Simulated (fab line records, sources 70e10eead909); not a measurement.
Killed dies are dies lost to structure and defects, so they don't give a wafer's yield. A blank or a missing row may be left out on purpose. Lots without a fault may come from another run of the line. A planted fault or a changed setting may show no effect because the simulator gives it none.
A struck lot beside a sound one | flow nand_harc | 32 steps out of a route of 1302
Sound: wafers L646.2, L646.4, L646.5. Struck: wafers L649.2, L649.3, L649.4. The cause comes at the end.
At each step with rows: each side's tool, then ch and its chambers, then its first start. Under that, the readings that differ: sound wafers | struck wafers | difference of the means | sigmas: that difference in standard deviations of wafers without a fault.
alike: readings whose means differ by less than 2 such deviations, and words and numbers that are the same on both sides. not compared: withheld readings, readings that some wafer has no value for, bounds like >300 that may hide the same value, and numbers for which the record gives no deviation and whose values overlap.
The two part at a step that has a row with sigmas, a row that says differs or no value, or rows on one side only. Numbers that don't overlap but have no deviation are shown without sigmas and don't part them. A reading that every wafer of one side lacks parts them only if that side has two wafers or more.

first, 8 steps without rows for these wafers: NHARC_A_M0_DEVELOP_08 (develop time 35 s); NHARC_A_M0_DESCUM_14 (chemistry O2, time 3 s); NHARC_A_M0_ETCH_34 (etches the open film in N2/H2, target depth 40 nm, overetch 12 nm, time 43.94 s); NHARC_A_M0_ETCH_15 (etches the open film in C4F8/Ar, target depth 150 nm, overetch 15 nm, time 82.5 s); NHARC_A_M0_STRIP_18 (strips in N2/H2); NHARC_A_M0_STRIP_19 (strips in post etch residue remover, time 600 s); NHARC_A_M0_DEGAS_28 (time 60 s); NHARC_A_M0_PRE_CLEAN_29 (time 30 s).
NHARC_A_M0_PVD_20: deposits TaN, target thk 5 nm, time 8.06 s.
  sound on pvd_sputter-01, day 23 07:36; struck on pvd_sputter-01, day 23 23:39
  alike: throttle_valve_pct
then, 22 steps without rows for these wafers: NHARC_A_M0_PVD_21 (deposits Cu, target thk 30 nm, time 20.49 s); NHARC_A_M0_ECD_22 (material Cu, target thk 400 nm); NHARC_A_M0_ANNEAL_30 (time 90 s); NHARC_A_M0_CMP_23 (polishes, t overpolish 20 s, target thk 113.75 nm); NHARC_A_M0_SRD_25; NHARC_A_M0_PRE_CLEAN_31 (time 12 s); NHARC_A_M0_DEP_32 (deposits SiCN, target thk 30 nm); NHARC_A_M1_DEP_00 (deposits SiOC, target thk 182.5 nm); NHARC_A_M1_DEHYDRATE_01 (time 120 s); NHARC_A_M1_HMDS_02 (time 30 s); NHARC_A_M1_COAT_34 (time 65 s); NHARC_A_M1_COAT_03 (resist thk 90 nm); NHARC_A_M1_SOFTBAKE_04 (time 55 s); NHARC_A_M1_EBR_05; NHARC_A_M1_EXPOSE_06 (exposes mask A M1, target cd 120 nm); NHARC_A_M1_PEB_07 (peb time 65 s); NHARC_A_M1_DEVELOP_08 (develop time 35 s); NHARC_A_M1_DESCUM_14 (chemistry O2, time 3 s); NHARC_A_M1_ETCH_35 (etches the open film in N2/H2, target depth 40 nm, overetch 12 nm, time 43.94 s); NHARC_A_M1_ETCH_15 (etches the open film in C4F8/Ar, target depth 182.5 nm, time 91.2 s); NHARC_A_M1_STRIP_18 (strips in N2/H2); NHARC_A_M1_ETCH_28 (etches the open film in CF4/N2, target depth 30 nm, time 72.99 s).
NHARC_END_SORT_01:
  the record has rows for the struck wafers here (prober-02 ch 0, day 25 12:20) and none for the sound ones

WHERE THEY PART
Only at NHARC_END_SORT_01, within this record.

WHY: what the simulator had put in
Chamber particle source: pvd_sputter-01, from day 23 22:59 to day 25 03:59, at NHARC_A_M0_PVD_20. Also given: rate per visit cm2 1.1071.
